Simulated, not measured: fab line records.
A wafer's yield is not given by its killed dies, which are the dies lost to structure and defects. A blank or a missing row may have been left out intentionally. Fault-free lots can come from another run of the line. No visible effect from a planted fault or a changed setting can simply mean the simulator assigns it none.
fab line records	flow n5-finfet	part 1 of 2: steps 1 to 18 of 28
[record] lots = 5	wafers = 15	last-day = 17
route steps=1938 shown BEOL_M2@851
lots with no fault: from the same line, run without faults
start-h: the number of hours between the record's first day and the start of the first shown wafer of the lot	wait-h: hours from the lot's prior step to this one	" repeats the value in the row above	L1.1+2: one row covering several wafers at once	- no value present, or no start provided	* or withheld: withheld	< > ~ a bound
route shown NAME@n: a module of which the file shows steps, and the number in the route of the first	usual: mean and standard deviation over wafers with no fault	same: alike in all rows	chamber/n: place in a boat	sites: the reading at each site	_std_site: standard deviation across them	_edge_site: inner sites' mean taken away from outer sites' mean	radius-mm: for every site, how far away it sits from the centre of the wafer	mask NAME#n: copy n	behind: the most recent tool/chamber to have shaped the wafer	hold: why the lot went on hold/how many hours it stayed there/how the hold came to an end	device: names the non-switching transistor (n, p or np)	end of line: the route-end tests of the same wafers	step lacking rows: just its recipe	killed: the dies lost at the first sort to structure and to defects; this is not the yield of the wafer	map: a wafer's dies, x killed, . not, _ none there
set.NAME: the setting as run; set.NAME@STEP: as run at that earlier step	model.NAME: the simulator's own value behind a step, which no gauge read
certain route steps with their lots: each step a table, each wafer a row
services: when a tool's chamber went out of use (start-h, in hours from the record's first day, below 0 if earlier), for how many hours, and the reason
[[steps]]
[step N5_BEOL_M2_EXPOSE_08]
[recipe] mask-id = M2	na = 0.33	source-shape = dipole	sigma-inner = 0.369	sigma-outer = 0.767	polarization = unpolarized	dose-mj = 41.25
[same] na = 0.33	sigma-inner = 0.369
lot.wafer	tool	chamber	start-h	wait-h	mask
L079.2+4+6	euv-scanner-02	0	173.50	-	M2#0
L080.2+3+6	euv-scanner-01	0	176.62	-	M2#0
L082.2+3+6	euv-scanner-01	0	180.67	-	M2#0
L083.1+2+4	euv-scanner-02	0	192.83	-	M2#0
L091.2+3+6	euv-scanner-01	0	242.56	-	M2#0
[step N5_BEOL_M2_PEB_09]
[recipe] peb-temp-c = 100	peb-time-s = 60	resist = CAR-EUV
[usual] resist-line-temp-C = 23.00/0.09
lot.wafer	tool	chamber	start-h	wait-h	resist-line-temp-C
L079.2	litho-track-05	0	173.56	0.1	23.00
L079.4	"	0	"	"	22.87
L079.6	"	0	"	"	23.00
L080.2	litho-track-01	0	176.68	0.1	23.10
L080.3	"	0	"	"	22.95
L080.6	"	0	"	"	22.96
L082.2	litho-track-01	0	180.73	0.1	22.95
L082.3	"	0	"	"	23.00
L082.6	"	0	"	"	22.95
L083.1	litho-track-01	0	192.90	0.1	23.01
L083.2	"	0	"	"	23.09
L083.4	"	0	"	"	22.94
L091.2	litho-track-01	0	242.62	0.1	23.02
L091.3	"	0	"	"	23.06
L091.6	"	0	"	"	23.05
[step N5_BEOL_M2_DEVELOP_10]
[recipe] develop-time-s = 30	developer = TMAH	resist = CAR-EUV	rinse-liquid = surfactant-rinse	dry = air-spin	dev-temp-c = 23
[usual] resist-line-temp-C = 22.99/0.12
[same] develop-time-s = 30
lot.wafer	tool	chamber	start-h	wait-h	resist-line-temp-C
L079.2	litho-track-05	0	-	-	23.22
L079.4	"	0	"	"	23.09
L079.6	"	0	"	"	23.07
L080.2	litho-track-01	0	-	-	23.03
L080.3	"	0	"	"	22.73
L080.6	"	0	"	"	22.88
L082.2	litho-track-01	0	-	-	22.74
L082.3	"	0	"	"	22.76
L082.6	"	0	"	"	22.66
L083.1	litho-track-01	0	-	-	22.95
L083.2	"	0	"	"	22.74
L083.4	"	0	"	"	22.86
L091.2	litho-track-01	0	-	-	22.93
L091.3	"	0	"	"	23.06
L091.6	"	0	"	"	23.01
[step N5_BEOL_M2_CD_MEAS_11]
[recipe] target-cd-nm = 16.79	landing-energy-ev = 500	detector = se-inlens	polarity = opening
[usual] cd-nm = 16.79/0.28
lot.wafer	tool	chamber	start-h	wait-h	cd-nm
L079.2	cd-sem-01	0	173.63	-	17.18
L079.4	"	0	"	"	17.05
L079.6	"	0	"	"	16.88
L080.2	cd-sem-01	0	176.75	-	16.50
L080.3	"	0	"	"	16.50
L080.6	"	0	"	"	16.42
L082.2	cd-sem-01	0	180.80	-	16.68
L082.3	"	0	"	"	16.66
L082.6	"	0	"	"	16.59
L083.1	cd-sem-02	0	192.97	-	16.76
L083.2	"	0	"	"	16.50
L083.4	"	0	"	"	16.64
L091.2	cd-sem-03	0	242.69	-	16.81
L091.3	"	0	"	"	16.81
L091.6	"	0	"	"	16.67
[step N5_BEOL_M2_OVL_MEAS_12]
[recipe] points-per-wafer = 522
[usual] M2_OVL = 0.0/0.65
lot.wafer	tool	chamber	start-h	wait-h	M2_OVL[nm]
L079.2	overlay-02	0	173.66	0.0	0.5
L079.4	"	0	"	"	-0.4
L079.6	"	0	"	"	-0.1
L080.2	overlay-02	0	176.78	0.0	0.4
L080.3	"	0	"	"	0.1
L080.6	"	0	"	"	0.8
L082.2	overlay-02	0	180.84	0.0	-0.3
L082.3	"	0	"	"	0.2
L082.6	"	0	"	"	0.5
L083.1	overlay-02	0	193.00	0.0	-1.0
L083.2	"	0	"	"	-1.1
L083.4	"	0	"	"	-0.9
L091.2	overlay-01	0	242.72	0.0	-0.3
L091.3	"	0	"	"	0.3
L091.6	"	0	"	"	-0.6
[step N5_BEOL_M2_INSPECT_13]
[recipe] mode = adi	inspect-instrument = brightfield
[usual] raw-defect-count = 434/110
lot.wafer	tool	chamber	start-h	wait-h	raw-defect-count
L079.2	defect-inspect-01	-	173.71	0.0	523
L079.4	"	-	"	"	454
L079.6	"	-	"	"	491
L080.2	defect-inspect-02	-	176.83	0.0	622
L080.3	"	-	"	"	582
L080.6	"	-	"	"	465
L082.2	defect-inspect-01	-	180.89	0.0	423
L082.3	"	-	"	"	384
L082.6	"	-	"	"	534
L083.1	defect-inspect-02	-	193.05	0.1	482
L083.2	"	-	"	"	490
L083.4	"	-	"	"	400
L091.2	defect-inspect-02	-	242.78	0.0	257
L091.3	"	-	"	"	317
L091.6	"	-	"	"	254
[step N5_BEOL_M2_DESCUM_16]
[recipe] chemistry = O2	time-s = 7	source-power-w = 50	bias-power-w = 20	pressure-mtorr = 20	rf-frequency-hz = 2.712e+07	temp-c = 40	resist = CAR-EUV	o2-flow-sccm = 225
[usual] drypump-motor-current-A = 5.6/0.45	oes-product-au = 0.80/0.095	rf-vpp-V = 242.8/1.1	showerhead-plenum-p-Torr = 2.07/0.056	throttle-valve-pct = 20.44/0.28
lot.wafer	tool	chamber	start-h	wait-h	drypump-motor-current-A	oes-product-au	rf-hours-counter-h	rf-vpp-V	showerhead-plenum-p-Torr	throttle-valve-pct
L079.2	rie-diel-03	1	173.81	0.1	5.9	0.92	21	243.5	2.16	20.10
L079.4	"	3	"	"	5.8	0.78	-	242.2	2.13	20.66
L079.6	"	1	"	"	5.9	0.92	-	245.6	2.16	20.11
L080.2	rie-diel-06	0	176.90	0.1	5.8	0.78	118	241.5	2.00	20.00
L080.3	"	1	"	"	5.7	0.69	219	243.3	2.06	20.55
L080.6	"	2	"	"	4.9	0.91	-	244.1	2.13	20.57
L082.2	rie-diel-01	1	181.03	0.1	6.4	0.99	0	243.1	2.06	20.33
L082.3	"	3	"	"	6.1	0.83	78	243.0	2.03	20.05
L082.6	"	1	"	"	6.3	0.99	-	241.4	2.06	20.31
L083.1	rie-diel-01	3	193.09	0.0	6.1	0.82	82	239.9	2.03	20.05
L083.2	"	1	"	"	6.3	0.95	4	242.5	2.06	20.33
L083.4	"	2	"	"	5.8	0.89	34	243.7	2.07	20.64
L091.2	rie-diel-01	3	243.95	1.2	6.1	0.80	98	241.8	2.03	20.09
L091.3	"	2	"	"	5.8	0.86	51	241.7	2.06	20.68
L091.6	"	1	"	"	6.3	0.91	-	242.6	2.06	20.35
[step N5_BEOL_M2_ETCH_74]
[recipe] chemistry = N2/H2	target = underlayer	target-depth-a = 65	mask-material = CAR-EUV	time-s = 5.2	ion-energy-ev = 200	pressure-mtorr = 30	source-w = 840	bias-w = 150	n2-flow-sccm = 200	h2-flow-sccm = 200	ends = cleared
[usual] bias-w = 150.0/0.44	drypump-motor-current-A = 5.6/0.45	etch-rf-on-time-s = 5.17/0.14	oes-product-au = 0.69/0.078	rf-vpp-V = 522.8/2	showerhead-plenum-p-Torr = 2.50/0.062	throttle-valve-pct = 17.80/0.3
lot.wafer	tool	chamber	start-h	wait-h	bias-w	drypump-motor-current-A	etch-rf-on-time-s	oes-product-au	rf-hours-counter-h	rf-vpp-V	showerhead-plenum-p-Torr	throttle-valve-pct
L079.2	rie-diel-03	1	173.85	0.0	150.2	5.9	5.05	0.79	21	526.4	2.59	17.30
L079.4	"	3	"	"	149.6	5.8	5.27	0.67	-	523.6	2.57	18.09
L079.6	"	1	"	"	150.1	5.9	4.99	0.80	-	523.5	2.59	17.31
L080.2	rie-diel-06	0	176.93	0.0	150.2	5.8	5.13	0.67	118	522.0	2.44	17.50
L080.3	"	1	"	"	149.6	5.7	4.98	0.60	219	523.3	2.50	17.96
L080.6	"	2	"	"	150.6	4.9	5.00	0.79	-	524.8	2.59	18.07
L082.2	rie-diel-01	1	181.07	0.0	149.4	6.4	5.25	0.84	0	522.0	2.47	17.47
L082.3	"	3	"	"	149.9	6.1	5.10	0.70	78	521.7	2.47	17.45
L082.6	"	1	"	"	149.4	6.3	5.22	0.83	-	523.3	2.47	17.44
L083.1	rie-diel-01	3	193.12	0.0	149.7	6.1	5.24	0.70	82	523.0	2.46	17.46
L083.2	"	1	"	"	150.5	6.3	5.26	0.81	4	521.7	2.47	17.45
L083.4	"	2	"	"	150.8	5.8	5.41	0.75	34	520.2	2.47	17.70
L091.2	rie-diel-01	3	243.99	0.0	149.4	6.1	5.15	0.68	98	518.4	2.46	17.48
L091.3	"	2	"	"	150.8	5.8	5.42	0.73	51	521.7	2.46	17.72
L091.6	"	1	"	"	150.2	6.3	5.21	0.77	-	524.7	2.47	17.48
[step N5_BEOL_M2_ETCH_63]
[recipe] chemistry = CF4	target = SiARC	target-depth-a = 156	mask-material = CAR-EUV	time-s = 26	ion-energy-ev = 80	pressure-mtorr = 40	source-w = 545	bias-w = 36	Ar_flow_sccm = 100	cf4-flow-sccm = 100	ends = cleared
[usual] bias-w = 35.99/0.1	drypump-motor-current-A = 5.6/0.45	etch-rf-on-time-s = 25.9/0.68	oes-product-au = 0.69/0.077	rf-vpp-V = 183.7/1	showerhead-plenum-p-Torr = 2.11/0.045	throttle-valve-pct = 15.57/0.28
lot.wafer	tool	chamber	start-h	wait-h	bias-w	drypump-motor-current-A	etch-rf-on-time-s	oes-product-au	rf-hours-counter-h	rf-vpp-V	showerhead-plenum-p-Torr	throttle-valve-pct
L079.2	rie-diel-03	1	173.86	0.0	36.02	5.9	25.5	0.78	21	184.2	2.18	15.12
L079.4	"	3	"	"	36.03	5.8	26.1	0.67	-	184.7	2.15	15.69
L079.6	"	1	"	"	35.93	5.9	25.2	0.80	-	183.5	2.18	15.12
L080.2	rie-diel-06	0	176.95	0.0	36.09	5.8	26.2	0.67	118	181.6	2.07	15.37
L080.3	"	1	"	"	36.01	5.7	25.1	0.60	219	183.8	2.12	15.85
L080.6	"	2	"	"	36.07	4.9	25.4	0.77	-	183.9	2.16	15.62
L082.2	rie-diel-01	1	181.08	0.0	35.97	6.3	26.2	0.83	0	184.3	2.10	15.31
L082.3	"	3	"	"	35.89	6.1	25.5	0.71	78	183.4	2.08	15.17
L082.6	"	1	"	"	35.99	6.3	26.3	0.83	-	184.0	2.10	15.30
L083.1	rie-diel-01	3	193.14	0.0	35.98	6.1	26.0	0.70	82	183.3	2.08	15.16
L083.2	"	1	"	"	36.04	6.3	26.1	0.82	4	182.6	2.10	15.31
L083.4	"	2	"	"	35.97	5.8	27.2	0.74	34	185.6	2.10	15.56
L091.2	rie-diel-01	3	244.00	0.0	35.91	6.1	25.8	0.68	98	183.5	2.07	15.21
L091.3	"	2	"	"	36.10	5.8	27.3	0.71	51	185.1	2.09	15.59
L091.6	"	1	"	"	35.88	6.3	26.2	0.77	-	184.1	2.09	15.33
[step N5_BEOL_M2_ETCH_64]
[recipe] chemistry = N2/H2	target = SOC	target-depth-a = 750	overetch-a = 225	mask-material = SiARC	temp-c = 40	time-s = 121.9	ion-energy-ev = 200	pressure-mtorr = 30	source-w = 840	bias-w = 150	n2-flow-sccm = 200	h2-flow-sccm = 200
[usual] bias-w = 150.0/0.44	drypump-motor-current-A = 5.6/0.45	oes-product-au = 0.61/0.069	rf-vpp-V = 522.9/1.8	showerhead-plenum-p-Torr = 2.50/0.062	throttle-valve-pct = 17.76/0.3
lot.wafer	tool	chamber	start-h	wait-h	bias-w	drypump-motor-current-A	oes-product-au	rf-hours-counter-h	rf-vpp-V	showerhead-plenum-p-Torr	throttle-valve-pct
L079.2	rie-diel-03	1	173.89	0.0	149.6	5.9	0.69	21	525.8	2.59	17.29
L079.4	"	3	"	"	150.4	5.8	0.60	-	524.2	2.57	18.04
L079.6	"	1	"	"	150.4	5.9	0.69	-	525.0	2.59	17.27
L080.2	rie-diel-06	0	176.98	0.0	150.2	5.8	0.59	118	522.4	2.44	17.45
L080.3	"	1	"	"	149.8	5.8	0.52	219	522.9	2.49	17.89
L080.6	"	2	"	"	150.2	4.9	0.68	-	525.5	2.59	18.01
L082.2	rie-diel-01	1	181.11	0.0	150.3	6.3	0.74	0	521.7	2.47	17.40
L082.3	"	3	"	"	149.9	6.1	0.63	78	522.4	2.47	17.41
L082.6	"	1	"	"	149.7	6.3	0.75	-	521.8	2.47	17.41
L083.1	rie-diel-01	3	193.17	0.0	150.4	6.1	0.63	82	521.5	2.46	17.41
L083.2	"	1	"	"	150.5	6.4	0.73	4	523.5	2.47	17.41
L083.4	"	2	"	"	149.8	5.8	0.67	34	523.5	2.47	17.69
L091.2	rie-diel-01	3	244.03	0.0	150.7	6.1	0.61	98	521.5	2.46	17.44
L091.3	"	2	"	"	149.4	5.8	0.65	51	522.1	2.46	17.73
L091.6	"	1	"	"	150.7	6.3	0.68	-	522.0	2.47	17.44
[step N5_BEOL_M2_STRIP_65]
[recipe] chemistry = N2/H2	temp-c = 40	n2-flow-sccm = 200	h2-flow-sccm = 200	rf-frequency-hz = 6e+07
lot.wafer	tool	chamber	start-h	wait-h
L079.2+4+6	rie-diel-03	1,3,1	174.00	0.1
L080.2+3+6	rie-diel-06	0,1,2	177.09	0.1
L082.2+3+6	rie-diel-01	1,3,1	181.22	0.1
L083.1+2+4	rie-diel-01	3,1,2	193.28	0.1
L091.2+3+6	rie-diel-01	3,2,1	244.15	0.1
[step N5_BEOL_M2_STRIP_75]
[recipe] chemistry = N2/H2	temp-c = 40	n2-flow-sccm = 200	h2-flow-sccm = 200	rf-frequency-hz = 6e+07
lot.wafer	tool	chamber	start-h	wait-h
L079.2+4+6	rie-diel-03	1,3,1	174.01	0.0
L080.2+3+6	rie-diel-06	0,1,2	177.10	0.0
L082.2+3+6	rie-diel-01	1,3,1	181.23	0.0
L083.1+2+4	rie-diel-01	3,1,2	193.29	0.0
L091.2+3+6	rie-diel-01	3,2,1	244.16	0.0
[step N5_BEOL_M2_STRIP_66]
[recipe] chemistry = CF4	resist = SiARC	power-w = 300	bias-power-w = 75	pressure-mtorr = 50	cf4-flow-sccm = 150	rf-frequency-hz = 6e+07
[usual] drypump-motor-current-A = 5.6/0.45	oes-product-au = 0.79/0.09	power-w = 300.1/0.82	rf-vpp-V = 270.6/1.3	showerhead-plenum-p-Torr = 1.77/0.039	throttle-valve-pct = 13.54/0.3
lot.wafer	tool	chamber	start-h	wait-h	drypump-motor-current-A	oes-product-au	power-w	rf-hours-counter-h	rf-vpp-V	showerhead-plenum-p-Torr	throttle-valve-pct
L079.2	rie-diel-03	1	174.02	0.0	5.9	0.90	300.2	21	273.0	1.83	13.10
L079.4	"	3	"	"	5.8	0.78	299.6	-	272.0	1.79	13.62
L079.6	"	1	"	"	5.9	0.90	299.8	-	273.9	1.83	13.13
L080.2	rie-diel-06	0	177.11	0.0	5.8	0.78	300.4	118	269.3	1.73	13.31
L080.3	"	1	"	"	5.7	0.68	299.5	219	271.0	1.79	13.88
L080.6	"	2	"	"	4.9	0.89	301.1	-	270.8	1.81	13.54
L082.2	rie-diel-01	1	181.24	0.0	6.3	0.97	300.8	0	269.9	1.75	13.22
L082.3	"	3	"	"	6.1	0.81	300.3	78	270.1	1.74	13.12
L082.6	"	1	"	"	6.3	0.97	300.1	-	271.6	1.75	13.21
L083.1	rie-diel-01	3	193.30	0.0	6.1	0.81	299.9	82	272.2	1.73	13.14
L083.2	"	1	"	"	6.3	0.94	299.9	4	271.6	1.75	13.22
L083.4	"	2	"	"	5.7	0.88	300.4	34	270.0	1.76	13.51
L091.2	rie-diel-01	3	244.17	0.0	6.1	0.80	298.5	98	267.9	1.73	13.16
L091.3	"	2	"	"	5.8	0.85	299.5	51	270.4	1.75	13.53
L091.6	"	1	"	"	6.3	0.89	302.5	-	271.8	1.75	13.28
[step N5_BEOL_M2_HM_OPEN_17]
[recipe] chemistry = Cl2/BCl3	target-depth-a = 200	overetch-a = 60	target = TiN	mask-material = SOC	ion-energy-ev = 150	pressure-mtorr = 10	icp-w = 1000	bias-w = 126	Cl2_flow_sccm = 53.25	bcl3-flow-sccm = 21.75	Ar_flow_sccm = 25
[usual] bias-w = 126.0/0.36	drypump-motor-current-A = 5.8/0.47	oes_ar_750_au = 0.83/0.087	oes-product-au = 0.70/0.072	throttle-valve-pct = 22.22/0.24
lot.wafer	tool	chamber	start-h	wait-h	bias-w	drypump-motor-current-A	oes_ar_750_au	oes-product-au	rf-hours-counter-h	throttle-valve-pct
L079.2	rie-metal-01	1	174.07	0.0	125.4	6.3	0.72	0.61	67	22.61
L079.4	"	0	"	"	126.5	5.6	0.76	0.65	-	22.05
L079.6	"	0	"	"	126.3	5.7	0.75	0.65	-	22.05
L080.2	rie-metal-03	1	177.15	0.0	126.4	5.8	0.90	0.78	7	21.89
L080.3	"	0	"	"	126.2	5.7	0.95	0.80	-	22.02
L080.6	"	1	"	"	125.9	5.8	0.91	0.77	-	21.91
L082.2	rie-metal-02	1	181.28	0.0	125.8	6.4	0.92	0.77	12	22.17
L082.3	"	1	"	"	125.8	6.4	0.92	0.77	-	22.17
L082.6	"	0	"	"	126.1	5.0	0.87	0.73	-	22.30
L083.1	rie-metal-01	0	193.34	0.0	125.7	5.7	0.75	0.64	57	22.06
L083.2	"	1	"	"	125.7	6.2	0.72	0.60	70	22.61
L083.4	"	1	"	"	126.0	6.3	0.71	0.60	-	22.63
L091.2	rie-metal-03	1	244.21	0.0	125.6	5.8	0.89	0.77	11	21.89
L091.3	"	1	"	"	125.8	5.8	0.88	0.76	-	21.91
L091.6	"	0	"	"	126.1	5.7	0.93	0.79	-	22.02
[step N5_BEOL_M2_STRIP_19]
[recipe] chemistry = O2	power-w = 400	temp-c = 40	pressure-mtorr = 30	rf-frequency-hz = 6e+07	bias-power-w = 0	overash-fraction = 0.2	o2-flow-sccm = 225
[usual] drypump-motor-current-A = 5.7/0.43	oes-product-au = 0.81/0.09	rf-vpp-V = 3.6/0.49	showerhead-plenum-p-Torr = 2.07/0.06	throttle-valve-pct = 16.64/0.26
lot.wafer	tool	chamber	start-h	wait-h	drypump-motor-current-A	oes-product-au	rf-hours-counter-h	rf-vpp-V	showerhead-plenum-p-Torr	throttle-valve-pct
L079.2	rie-diel-03	3	174.18	0.1	5.8	0.80	104	3.4	2.13	16.88
L079.4	"	3	"	"	5.8	0.80	-	3.9	2.13	16.88
L079.6	"	1	"	"	5.9	0.93	-	4.4	2.16	16.30
L080.2	rie-diel-03	1	177.35	0.2	5.9	0.92	23	3.8	2.16	16.30
L080.3	"	3	"	"	5.8	0.79	105	3.6	2.13	16.88
L080.6	"	0	"	"	5.2	0.71	-	4.3	1.98	16.61
L082.2	rie-diel-06	3	181.40	0.1	6.0	0.66	233	3.3	2.09	17.15
L082.3	"	2	"	"	4.9	0.91	44	3.9	2.13	16.75
L082.6	"	1	"	"	5.7	0.69	-	3.8	2.06	16.86
L083.1	rie-diel-03	0	193.45	0.1	5.2	0.70	200	3.3	1.98	16.61
L083.2	"	2	"	"	5.8	0.99	2	4.3	2.25	16.63
L083.4	"	3	"	"	5.8	0.79	110	4.6	2.13	16.89
L091.2	rie-diel-01	3	244.72	0.5	6.1	0.81	98	3.6	2.03	16.33
L091.3	"	2	"	"	5.8	0.87	51	3.4	2.07	16.80
L091.6	"	2	"	"	5.8	0.86	-	4.2	2.07	16.81
[step N5_BEOL_M2_CD_MEAS_18]
[recipe] pitch-nm = 36	target-cd-nm = 18
[usual] cd-nm = 17.9/0.41
lot.wafer	tool	chamber	start-h	wait-h	cd-nm
L079.2	cd-sem-01	-	174.25	0.1	18.3
L079.4	"	-	"	"	18.1
L079.6	"	-	"	"	17.5
L080.2	cd-sem-02	-	177.42	0.1	18.5
L080.3	"	-	"	"	17.6
L080.6	"	-	"	"	18.2
L082.2	cd-sem-03	-	181.47	0.1	17.9
L082.3	"	-	"	"	17.3
L082.6	"	-	"	"	17.9
L083.1	cd-sem-02	-	193.52	0.0	17.8
L083.2	"	-	"	"	17.7
L083.4	"	-	"	"	17.2
L091.2	cd-sem-03	-	244.80	0.1	17.7
L091.3	"	-	"	"	17.8
L091.6	"	-	"	"	17.4
[step N5_BEOL_M2_COAT_67]
[recipe] resist = SOC	temp-c = 250	time-s = 60	spin-rpm = 1500	resist-thk-nm = 60
[usual] resist-line-temp-C = 23.01/0.12
lot.wafer	tool	chamber	start-h	wait-h	resist-line-temp-C
L079.2	litho-track-01	0	174.29	0.0	22.95
L079.4	"	0	"	"	22.96
L079.6	"	0	"	"	23.08
L080.2	litho-track-04	0	177.45	0.0	22.87
L080.3	"	0	"	"	22.97
L080.6	"	0	"	"	23.03
L082.2	litho-track-05	0	181.50	0.0	23.02
L082.3	"	0	"	"	23.04
L082.6	"	0	"	"	22.82
L083.1	litho-track-01	0	193.56	0.0	22.80
L083.2	"	0	"	"	22.99
L083.4	"	0	"	"	23.07
L091.2	litho-track-04	0	244.83	0.0	22.98
L091.3	"	0	"	"	23.17
L091.6	"	0	"	"	23.00
[step N5_BEOL_M2_COAT_68]
[recipe] resist = SiARC	temp-c = 220	time-s = 60	spin-rpm = 1500	resist-thk-nm = 12
[usual] resist-line-temp-C = 22.97/0.09
lot.wafer	tool	chamber	start-h	wait-h	resist-line-temp-C
L079.2	litho-track-01	0	-	-	23.01
L079.4	"	0	"	"	22.97
L079.6	"	0	"	"	22.90
L080.2	litho-track-04	0	-	-	22.88
L080.3	"	0	"	"	22.94
L080.6	"	0	"	"	22.89
L082.2	litho-track-05	0	-	-	23.13
L082.3	"	0	"	"	23.22
L082.6	"	0	"	"	23.19
L083.1	litho-track-01	0	-	-	23.06
L083.2	"	0	"	"	22.98
L083.4	"	0	"	"	22.99
L091.2	litho-track-04	0	-	-	23.08
L091.3	"	0	"	"	22.98
L091.6	"	0	"	"	22.82
